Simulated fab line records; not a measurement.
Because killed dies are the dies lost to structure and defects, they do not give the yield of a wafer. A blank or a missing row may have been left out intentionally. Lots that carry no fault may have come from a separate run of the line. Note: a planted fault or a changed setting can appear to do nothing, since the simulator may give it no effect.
fab line records ; flow n5_finfet
[record] lots = 8; wafers = 23; last_day = 18
route steps=1938 shown BEOL_M4@1111 BEOL_M11@1572 BEOL_M12@1608 PASSIVATION@1936
lots with no fault: from the same line, run without faults
start_h: start of the lot's first displayed wafer, in hours after the record's first day ; wait_h: how many hours have passed since the lot's step before this one ; " repeats the value in the row above ; L1.1+2: a single row standing in for several wafers ; - no value, or no start was given ; * or withheld: withheld ; < > ~ a bound
route shown NAME@n: NAME is a module with steps in the file, n the number in the route of the first one ; usual: mean/standard deviation taken from wafers without a fault ; same: alike in all rows ; chamber/n: place in a boat ; sites: each site's reading ; _std_site: standard deviation across them ; _edge_site: inner sites' mean taken away from outer sites' mean ; radius_mm: for every site, how far away it sits from the centre of the wafer ; mask NAME#n: copy n ; behind: the tool/chamber that last shaped the wafer ; hold: reason for holding the lot/hours on hold/outcome of the hold ; device: whichever transistor did not switch (one of n, p or np) ; end of line: the tests these same wafers got at the end of their route ; a step without rows: its recipe alone ; killed: at the first sort, the dies lost to defects and structure; wafer yield is something else ; map: a wafer's dies, marking killed ones x, the rest . and places with no die _
set.NAME: the setting the step ran with; set.NAME@STEP: the setting that earlier step ran with ; model.NAME: the simulator's own value behind a step, which no gauge read
the route's steps for a sample of lots (tables are steps, rows are wafers)
services: when a tool's chamber went out of use (start_h, in hours from the record's first day, below 0 if earlier), for how many hours, and the reason
[[steps]]
[step N5_BEOL_M4_RC_MEAS_101]
[usual] DIBL_N = 36.5/1.4; DIBL_P = 36.6/1.6; IOFF_N = 0.160/0.024; IOFF_P = 0.217/0.029; ION_N = 674/8.7; ION_P = 464/6.5; SS_N = 71.6/0.47; SS_P = 73.4/0.57; VT_N = 250.0/2.5; VT_P = -250/3.1
lot.wafer;tool;chamber;start_h;wait_h;DIBL_N[mV/V];DIBL_P[mV/V];IOFF_N[nA/um];IOFF_P[nA/um];ION_N[uA/um];ION_P[uA/um];SS_N[mV/dec];SS_P[mV/dec];VT_N[mV];VT_P[mV]
L200.2;prober-02;0;167.21;0.2;38.0;37.7;0.172;0.236;676;466;71.7;72.8;250.4;-248
L200.3;prober-02;0;167.21;0.2;39.3;38.8;0.190;0.250;676;466;72.2;73.7;247.5;-247
L200.4;prober-02;0;167.21;0.2;36.9;36.6;0.149;0.218;673;468;71.5;73.6;252.5;-250
L201.1;prober-02;0;174.07;0.0;34.3;35.8;0.140;0.193;663;465;71.6;72.8;250.5;-251
L201.2;prober-02;0;174.07;0.0;35.2;36.7;0.143;0.203;666;461;71.8;72.6;251.5;-251
L201.5;prober-02;0;174.07;0.0;35.5;36.3;0.152;0.208;671;462;71.7;73.3;249.1;-249
L205.1;prober-02;0;210.82;0.0;38.8;39.8;0.211;0.253;694;465;72.7;74.1;248.9;-249
L205.3;prober-02;0;210.82;0.0;35.9;36.3;0.160;0.196;677;457;71.2;73.5;250.0;-253
L205.5;prober-02;0;210.82;0.0;37.8;38.6;0.187;0.226;679;460;70.8;74.0;249.7;-253
L216.1;prober-02;0;263.15;0.0;35.3;34.9;0.123;0.158;667;452;71.6;73.2;255.3;-256
L216.2;prober-02;0;263.15;0.0;36.2;35.7;0.135;0.168;672;452;71.6;72.9;253.1;-256
L216.3;prober-02;0;263.15;0.0;36.7;36.2;0.145;0.174;664;448;71.8;72.7;252.7;-255
L215.1;prober-01;0;263.39;0.0;39.6;40.9;0.225;0.299;692;480;72.1;74.3;245.3;-246
L215.6;prober-01;0;263.39;0.0;36.8;37.0;0.166;0.221;688;470;71.1;73.2;248.1;-246
L217.3;prober-02;0;270.46;0.3;35.3;34.2;0.112;0.167;653;454;71.0;72.3;253.4;-255
L217.4;prober-02;0;270.46;0.3;36.1;35.6;0.127;0.185;663;462;71.2;73.1;254.9;-252
L217.6;prober-02;0;270.46;0.3;35.7;35.5;0.127;0.185;666;462;71.4;73.3;253.7;-252
L221.1;prober-01;0;286.38;0.0;35.9;35.8;0.153;0.224;681;465;71.5;73.0;249.2;-249
L221.2;prober-01;0;286.38;0.0;34.7;34.1;0.133;0.208;670;466;70.7;73.3;252.9;-246
L221.3;prober-01;0;286.38;0.0;35.5;34.8;0.139;0.221;662;465;71.4;73.3;250.5;-246
L223.1;prober-02;0;304.14;0.0;37.0;36.3;0.169;0.218;677;459;72.2;72.9;249.2;-251
L223.3;prober-02;0;304.14;0.0;36.4;36.3;0.166;0.213;682;464;71.4;74.0;247.6;-252
L223.6;prober-02;0;304.14;0.0;36.7;36.4;0.173;0.222;680;464;72.0;73.8;247.2;-249
[step N5_BEOL_M11_ETCH_65]
[recipe] chemistry = CF4; target = SiARC; target_depth_a = 390; mask_material = CAR-ArF; time_s = 65; ion_energy_ev = 80; pressure_mtorr = 40; source_w = 545; bias_w = 36; Ar_flow_sccm = 100; cf4_flow_sccm = 100; ends = cleared
[usual] drypump_motor_current_A = 5.8/0.45; etch_rf_on_time_s = 64.9/1.1; oes_product_au = 0.67/0.06; rf_vpp_V = 184.1/1.3; showerhead_plenum_p_Torr = 2.14/0.08; throttle_valve_pct = 15.64/0.19
lot.wafer;tool;chamber;start_h;wait_h;drypump_motor_current_A;etch_rf_on_time_s;oes_product_au;rf_hours_counter_h;rf_vpp_V;showerhead_plenum_p_Torr;throttle_valve_pct
L200.2;rie_diel-05;0;228.39;0.0;6.3;63.5;0.73;63;184.3;2.09;15.79
L200.3;rie_diel-05;2;228.39;0.0;5.4;64.8;0.72;83;186.2;2.24;15.47
L200.4;rie_diel-05;3;228.39;0.0;5.3;66.8;0.58;245;183.3;2.12;15.64
L201.1;rie_diel-03;1;240.79;0.0;6.0;65.5;0.62;207;181.3;2.04;15.67
L201.2;rie_diel-03;0;240.79;0.0;5.4;65.2;0.64;169;183.2;2.14;15.81
L201.5;rie_diel-03;1;240.79;0.0;6.0;65.4;0.61;-;183.8;2.04;15.66
L205.1;rie_diel-03;0;265.67;0.0;5.4;65.6;0.63;176;185.7;2.13;15.84
L205.3;rie_diel-03;3;265.67;0.0;6.0;64.1;0.76;41;185.6;2.27;15.69
L205.5;rie_diel-03;2;265.67;0.0;6.2;65.8;0.69;-;185.2;2.17;15.49
L215.1;rie_diel-05;3;320.52;0.0;5.3;65.5;0.79;18;185.4;2.11;15.20
L215.6;rie_diel-05;0;320.52;0.0;6.3;64.5;0.68;-;182.4;2.07;15.84
L216.1;rie_diel-03;0;322.04;0.0;5.4;65.3;0.61;196;184.1;2.13;15.89
L216.2;rie_diel-03;2;322.04;0.0;6.2;66.1;0.67;111;183.6;2.16;15.50
L216.3;rie_diel-03;3;322.04;0.0;6.1;64.6;0.72;65;185.8;2.26;15.74
L221.1;rie_diel-03;3;339.57;0.0;6.0;63.2;0.74;72;184.6;2.26;15.76
L221.2;rie_diel-03;2;339.57;0.0;6.2;65.1;0.67;119;184.2;2.16;15.53
L221.3;rie_diel-03;1;339.57;0.0;6.0;64.8;0.60;246;183.0;2.02;15.74
L223.1;rie_diel-04;3;363.04;0.0;6.0;63.9;0.61;199;184.6;2.04;15.65
L223.3;rie_diel-04;2;363.04;0.0;4.8;65.0;0.60;219;185.2;2.20;15.54
L223.6;rie_diel-04;1;363.04;0.0;5.4;62.5;0.69;-;184.0;2.08;15.93
L217.3;rie_diel-04;2;379.99;0.0;4.8;65.0;0.59;223;186.5;2.20;15.56
L217.4;rie_diel-04;0;379.99;0.0;6.2;67.1;0.59;226;183.2;2.11;15.66
L217.6;rie_diel-04;1;379.99;0.0;5.4;63.5;0.68;-;184.0;2.08;15.96
[step N5_BEOL_M11_VIA_ETCH_34]
[recipe] chemistry = C4F6/O2; target = SiCOH_lowk; target_depth_a = 1845; mask_material = SOC; taper_deg = 4; time_s = 69.2; ion_energy_ev = 250; pressure_mtorr = 30; source_w = 345; bias_w = 185; Ar_flow_sccm = 300; C4F6_flow_sccm = 10; O2_flow_sccm = 10
[usual] drypump_motor_current_A = 5.8/0.45; oes_product_au = 0.79/0.071; rf_vpp_V = 661/6.7; showerhead_plenum_p_Torr = 2.85/0.11; throttle_valve_pct = 20.93/0.21
lot.wafer;tool;chamber;start_h;wait_h;drypump_motor_current_A;oes_product_au;rf_hours_counter_h;rf_vpp_V;showerhead_plenum_p_Torr;throttle_valve_pct
L200.2;rie_diel-05;0;228.56;0.0;6.3;0.86;63;667;2.78;21.15
L200.3;rie_diel-05;2;228.56;0.0;5.4;0.85;83;670;2.98;20.78
L200.4;rie_diel-05;3;228.56;0.0;5.3;0.70;245;658;2.81;20.88
L201.1;rie_diel-03;1;240.97;0.0;6.0;0.71;207;649;2.71;20.93
L201.2;rie_diel-03;0;240.97;0.0;5.4;0.74;169;667;2.84;21.13
L201.5;rie_diel-03;1;240.97;0.0;6.0;0.71;-;650;2.71;20.93
L205.1;rie_diel-03;0;265.85;0.0;5.4;0.74;176;668;2.84;21.12
L205.3;rie_diel-03;3;265.85;0.0;6.1;0.89;41;664;3.02;21.09
L205.5;rie_diel-03;2;265.85;0.0;6.2;0.81;-;667;2.87;20.71
L215.1;rie_diel-05;3;320.70;0.0;5.3;0.92;18;659;2.80;20.53
L215.6;rie_diel-05;0;320.70;0.0;6.3;0.81;-;666;2.76;21.19
L216.1;rie_diel-03;0;322.21;0.0;5.4;0.72;196;668;2.83;21.15
L216.2;rie_diel-03;2;322.21;0.0;6.2;0.79;111;664;2.86;20.74
L216.3;rie_diel-03;3;322.21;0.0;6.1;0.86;65;665;3.01;21.13
L221.1;rie_diel-03;3;339.75;0.0;6.1;0.85;73;662;3.01;21.13
L221.2;rie_diel-03;2;339.75;0.0;6.2;0.79;119;664;2.86;20.75
L221.3;rie_diel-03;1;339.75;0.0;6.0;0.69;246;651;2.70;20.98
L223.1;rie_diel-04;3;363.21;0.0;6.0;0.71;199;649;2.70;20.86
L223.3;rie_diel-04;2;363.21;0.0;4.8;0.70;219;661;2.93;20.75
L223.6;rie_diel-04;1;363.21;0.0;5.4;0.80;-;648;2.76;21.33
L217.3;rie_diel-04;2;380.16;0.0;4.8;0.70;223;661;2.93;20.77
L217.4;rie_diel-04;0;380.16;0.0;6.3;0.70;226;662;2.81;20.85
L217.6;rie_diel-04;1;380.16;0.0;5.3;0.79;-;648;2.76;21.33
[step N5_BEOL_M12_EXPOSE_07]
[recipe] mask_id = V11; na = 0.93; source_shape = conventional; sigma_outer = 0.6; polarization = unpolarized; attpsm_phase_deg = 180; dose_mj = 32.5
[usual] focus_offset_nm = 0.0/0.62
lot.wafer;tool;chamber;start_h;wait_h;mask;focus_offset_nm
L200.2;krf_scanner-01;0;232.09;-;V11#0;0.9
L200.3;krf_scanner-01;0;232.09;-;V11#0;0.8
L200.4;krf_scanner-01;0;232.09;-;V11#0;0.3
L201.1;krf_scanner-02;0;244.40;-;V11#0;-1.0
L201.2;krf_scanner-02;0;244.40;-;V11#0;0.5
L201.5;krf_scanner-02;0;244.40;-;V11#0;-0.2
L205.1;krf_scanner-01;0;269.30;-;V11#0;-1.6
L205.3;krf_scanner-01;0;269.30;-;V11#0;-1.0
L205.5;krf_scanner-01;0;269.30;-;V11#0;-1.1
L215.1;krf_scanner-01;0;323.85;-;V11#0;-0.6
L215.6;krf_scanner-01;0;323.85;-;V11#0;0.1
L216.1;krf_scanner-01;0;327.19;-;V11#0;-0.4
L216.2;krf_scanner-01;0;327.19;-;V11#0;-0.5
L216.3;krf_scanner-01;0;327.19;-;V11#0;-0.2
L221.1;krf_scanner-02;0;344.04;-;V11#0;0.0
L221.2;krf_scanner-02;0;344.04;-;V11#0;-0.5
L221.3;krf_scanner-02;0;344.04;-;V11#0;-0.3
L223.1;krf_scanner-02;0;369.81;-;V11#0;1.2
L223.3;krf_scanner-02;0;369.81;-;V11#0;1.4
L223.6;krf_scanner-02;0;369.81;-;V11#0;1.1
L217.3;krf_scanner-02;0;383.70;-;V11#0;-0.1
L217.4;krf_scanner-02;0;383.70;-;V11#0;-0.4
L217.6;krf_scanner-02;0;383.70;-;V11#0;-0.4
[step N5_BEOL_M12_CD_MEAS_10]
[recipe] target_cd_nm = 140; landing_energy_ev = 500; detector = se_inlens; polarity = opening
[usual] cd_nm = 140.2/1.6
lot.wafer;tool;chamber;start_h;wait_h;cd_nm
L200.2;cd_sem-02;0;232.25;-;139.4
L200.3;cd_sem-02;0;232.25;-;138.3
L200.4;cd_sem-02;0;232.25;-;138.4
L201.1;cd_sem-02;0;244.57;-;138.7
L201.2;cd_sem-02;0;244.57;-;138.1
L201.5;cd_sem-02;0;244.57;-;141.6
L205.1;cd_sem-01;0;269.47;-;139.2
L205.3;cd_sem-01;0;269.47;-;138.4
L205.5;cd_sem-01;0;269.47;-;141.2
L215.1;cd_sem-03;0;324.02;-;114.3
L215.6;cd_sem-03;0;324.02;-;141.6
L216.1;cd_sem-02;0;327.36;-;114.7
L216.2;cd_sem-02;0;327.36;-;142.1
L216.3;cd_sem-02;0;327.36;-;115.8
L221.1;cd_sem-02;0;344.21;-;142.5
L221.2;cd_sem-02;0;344.21;-;139.9
L221.3;cd_sem-02;0;344.21;-;139.7
L223.1;cd_sem-02;0;369.98;-;141.5
L223.3;cd_sem-02;0;369.98;-;141.6
L223.6;cd_sem-02;0;369.98;-;143.6
L217.3;cd_sem-01;0;383.86;-;139.4
L217.4;cd_sem-01;0;383.86;-;140.0
L217.6;cd_sem-01;0;383.86;-;139.1
[step N5_BEOL_M12_DESCUM_15]
[recipe] chemistry = O2; time_s = 7.9; source_power_w = 50; bias_power_w = 20; pressure_mtorr = 20; rf_frequency_hz = 2.712e+07; temp_c = 40; o2_flow_sccm = 225
[usual] drypump_motor_current_A = 5.7/0.43; oes_product_au = 0.78/0.079; rf_vpp_V = 243.4/1.6; showerhead_plenum_p_Torr = 2.11/0.081; throttle_valve_pct = 20.43/0.23
lot.wafer;tool;chamber;start_h;wait_h;drypump_motor_current_A;oes_product_au;rf_hours_counter_h;rf_vpp_V;showerhead_plenum_p_Torr;throttle_valve_pct
L200.2;rie_diel-01;3;232.34;0.0;6.2;0.75;151;245.4;2.18;20.45
L200.3;rie_diel-01;1;232.34;0.0;5.6;0.83;74;244.4;2.20;20.17
L200.4;rie_diel-01;3;232.34;0.0;6.2;0.75;-;243.8;2.18;20.44
L201.1;rie_diel-01;3;245.51;0.9;6.2;0.75;158;244.7;2.18;20.47
L201.2;rie_diel-01;1;245.51;0.9;5.6;0.82;81;244.7;2.19;20.17
L201.5;rie_diel-01;0;245.51;0.9;5.7;0.71;-;241.6;1.98;20.62
L205.1;rie_diel-02;3;269.56;0.0;5.9;0.73;163;242.3;2.00;20.29
L205.3;rie_diel-02;2;269.56;0.0;6.1;0.75;140;243.5;2.19;20.36
L205.5;rie_diel-02;2;269.56;0.0;6.1;0.76;-;243.9;2.19;20.38
L215.1;rie_diel-01;2;324.11;0.0;5.0;0.92;19;244.2;2.14;20.42
L215.6;rie_diel-01;2;324.11;0.0;5.1;0.92;-;243.0;2.14;20.42
L216.1;rie_diel-01;3;327.45;0.0;6.2;0.73;185;244.4;2.17;20.50
L216.2;rie_diel-01;2;327.45;0.0;5.0;0.91;20;243.9;2.14;20.41
L216.3;rie_diel-01;1;327.45;0.0;5.6;0.78;115;245.3;2.18;20.23
L221.1;rie_diel-06;1;344.34;0.1;5.0;0.83;70;241.4;2.02;20.22
L221.2;rie_diel-06;0;344.34;0.1;5.7;0.82;85;243.2;2.03;20.33
L221.3;rie_diel-06;3;344.34;0.1;6.4;0.71;193;242.3;2.07;20.72
L223.1;rie_diel-06;1;370.07;0.0;5.0;0.81;81;242.9;2.02;20.25
L223.3;rie_diel-06;0;370.07;0.0;5.7;0.81;93;241.7;2.02;20.33
L223.6;rie_diel-06;2;370.07;0.0;5.4;0.68;-;243.3;2.14;20.92
L217.3;rie_diel-06;0;384.23;0.3;5.8;0.82;100;242.1;2.02;20.34
L217.4;rie_diel-06;3;384.23;0.3;6.4;0.73;-;242.8;2.07;20.74
L217.6;rie_diel-06;1;384.23;0.3;5.0;0.82;-;242.8;2.01;20.27
[step N5_BEOL_M12_CD_MEAS_17]
[recipe] target_cd_nm = 140; polarity = opening
[usual] cd_nm = 140.4/1.7
lot.wafer;tool;chamber;start_h;wait_h;cd_nm
L200.2;cd_sem-03;-;232.84;0.0;139.4
L200.3;cd_sem-03;-;232.84;0.0;137.6
L200.4;cd_sem-03;-;232.84;0.0;137.6
L201.1;cd_sem-03;-;246.00;0.0;139.1
L201.2;cd_sem-03;-;246.00;0.0;138.3
L201.5;cd_sem-03;-;246.00;0.0;141.5
L205.1;cd_sem-01;-;270.05;0.0;139.3
L205.3;cd_sem-01;-;270.05;0.0;139.6
L205.5;cd_sem-01;-;270.05;0.0;141.4
L215.1;cd_sem-02;-;324.60;0.0;116.3
L215.6;cd_sem-02;-;324.60;0.0;141.8
L216.1;cd_sem-01;-;327.95;0.0;114.8
L216.2;cd_sem-01;-;327.95;0.0;142.5
L216.3;cd_sem-01;-;327.95;0.0;114.9
L221.1;cd_sem-03;-;344.84;0.0;142.2
L221.2;cd_sem-03;-;344.84;0.0;139.6
L221.3;cd_sem-03;-;344.84;0.0;140.7
L223.1;cd_sem-02;-;370.56;0.0;141.6
L223.3;cd_sem-02;-;370.56;0.0;140.9
L223.6;cd_sem-02;-;370.56;0.0;144.2
L217.3;cd_sem-01;-;384.76;0.0;139.6
L217.4;cd_sem-01;-;384.76;0.0;140.2
L217.6;cd_sem-01;-;384.76;0.0;141.0
[step N5_PASSIVATION_PROBE_49]
[usual] defect_limited_yield = 91.2/1.4; killed_at_M0_to_M3 = 34/9.4; killed_at_M4_up = 13/5.8; killed_at_contacts = 13/6.4; killed_at_front_end = 41/11; killed_at_other = 3.1/2.3; killed_dies = 103/16; killed_on_rim = 13/3.4; killed_open = 69/12; killed_short = 33/7.8; sort_bin_5_function = 5.1/0.91; sort_bin_6_memory = 3.3/0.63; sort_n_pass = 1077/16; sort_yield_pct = 91.2/1.4
[same] gross_dies = 1180; killed_at_back_side = 0; sort_bin_4_leakage[%] = 0; sort_bin_8_speed[%] = 0
lot.wafer;tool;chamber;start_h;wait_h;defect_limited_yield[%];killed_at_M0_to_M3;killed_at_M4_up;killed_at_contacts;killed_at_front_end;killed_at_other;killed_dies;killed_on_rim;killed_open;killed_short;sort_bin_5_function[%];sort_bin_6_memory[%];sort_n_pass;sort_yield_pct[%]
L215.1;prober-02;-;361.60;0.0;49.8;43;502;6;31;10;592;81;66;29;47.0;3.0;588;49.8
L215.6;prober-02;-;361.85;0.3;90.3;48;16;1;47;2;114;13;80;34;6.0;3.6;1066;90.3
L216.1;prober-01;-;362.07;0.0;43.5;25;584;20;33;5;667;80;55;33;53.6;2.6;513;43.5
L216.2;prober-01;-;362.12;0.1;92.0;28;6;24;29;7;94;11;58;36;4.5;3.1;1086;92.0
L216.3;prober-01;-;362.17;0.1;38.6;36;621;21;41;6;725;92;66;45;57.2;3.7;455;38.6
// killed by level:class
L215.1 BEOL_M12:area_expose=496 BEOL_M2:geometric_particle:open=14 STI_FIN_REVEAL:geometric_particle:open=11 BEOL_M1:geometric_particle:open=10 GATE_CUT:geometric_particle:short=5 MOL_CONTACT_COAG:geometric_particle:open=5 BEOL_M0_SAQP:geometric_particle:short=5 BEOL_M3:geometric_particle:open=4
L215.6 STI_FIN_REVEAL:geometric_particle:open=18 BEOL_M1:geometric_particle:open=13 BEOL_M2:geometric_particle:open=11 BEOL_M3:geometric_particle:open=9 BEOL_M4:geometric_particle:open=6 GATE_CUT:geometric_particle:open=5 BEOL_M1:geometric_particle:short=5 FIN_SAQP:geometric_particle:short=4
L216.1 BEOL_M12:area_expose=579 MOL_CONTACT_COAG:geometric_particle:open=15 DUMMY_GATE:geometric_particle:open=7 BEOL_M0_SAQP:geometric_particle:short=7 BEOL_M3:geometric_particle:open=6 BEOL_M0_SAQP:geometric_particle:open=6 FIN_SAQP:geometric_particle:short=5 MOL_CONTACT_COAG:geometric_particle:short=5
L216.2 MOL_CONTACT_COAG:geometric_particle:open=19 BEOL_M0_SAQP:geometric_particle:short=9 STI_FIN_REVEAL:geometric_particle:open=6 BEOL_M0_SAQP:geometric_particle:open=6 DUMMY_GATE:geometric_particle:open=5 MOL_CONTACT_COAG:geometric_particle:short=5 BEOL_M5:geometric_particle:short=5 FIN_SAQP:geometric_particle:open=4
L216.3 BEOL_M12:area_expose=614 MOL_CONTACT_COAG:geometric_particle:open=14 BEOL_M0_SAQP:geometric_particle:short=12 BEOL_M0_SAQP:geometric_particle:open=10 FIN_SAQP:geometric_particle:open=9 GATE_CUT:geometric_particle:short=8 BEOL_M3:geometric_particle:open=8 FIN_SAQP:geometric_particle:short=7
[[services]]
tool;chamber;start_h;hours;kind
krf_scanner-01;-;206.53;1.0;pm
rie_diel-04;3;210.71;1.6;repair
krf_scanner-02;-;232.79;1.3;pm
rie_diel-02;-;241.53;15.6;pm
rie_diel-05;1;245.40;1.7;repair
krf_scanner-02;-;246.82;0.3;repair
rie_diel-06;1;266.28;23.2;repair
krf_scanner-02;-;269.11;0.8;pm
rie_diel-04;2;270.32;2.7;repair
krf_scanner-01;-;284.15;0.7;repair
krf_scanner-01;-;285.34;1.3;pm
krf_scanner-02;-;292.64;1.0;pm
rie_diel-04;2;293.38;3.7;repair
rie_diel-03;1;352.01;-;clean
rie_diel-03;1;352.01;-;consumable_replace:focus_ring
rie_diel-03;1;352.01;-;consumable_replace:showerhead
rie_diel-03;1;352.01;10.5;scheduled_down
rie_diel-06;3;353.66;29.7;repair
rie_diel-06;1;363.58;4.0;repair
rie_diel-03;-;370.21;10.0;pm
rie_diel-04;2;373.47;3.8;repair
krf_scanner-01;-;375.53;1.0;pm
krf_scanner-02;-;377.09;0.8;pm
krf_scanner-01;-;381.46;3.6;pm
[[key]]
[first_sign] step = N5_BEOL_M12_CD_MEAS_10; reading = cd_nm; direction = down; sigmas = 16; usual = 140.2; struck = 114.9
[effect] step = N5_BEOL_M12_CD_MEAS_17; reading = cd_nm; direction = down; sigmas = 15; usual = 140.4; struck = 115.3
[effect] step = N5_PASSIVATION_PROBE_49; reading = killed_at_M4_up; direction = up; sigmas = 96; usual = 13; struck = 569
[more_kills_born_at] N5_BEOL_M12_EXPOSE_07@krf_scanner-01 = 1689
met_at N5_BEOL_M12_EXPOSE_07
struck_lots L215,L216
struck_wafers L215.1,L216.1,L216.3
later_rows_left_out L216.3
not_acting_at N5_BEOL_M11_ETCH_65,N5_BEOL_M11_VIA_ETCH_34,N5_BEOL_M12_DESCUM_15
onset_between 269.30 323.85
[fault] kind = process_parameter_drift; tool = krf_scanner-01; chamber = -; onset_h = 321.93; steps = N5_BEOL_M12_EXPOSE_07; channel = focus_nm; offset = 236.44; shape = step; end_h = 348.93; scope = struck_wafers_only
// later_rows_left_out: the simulator's readings of these wafers behind a module that went badly wrong aren't trusted and aren't shown, but for the sort
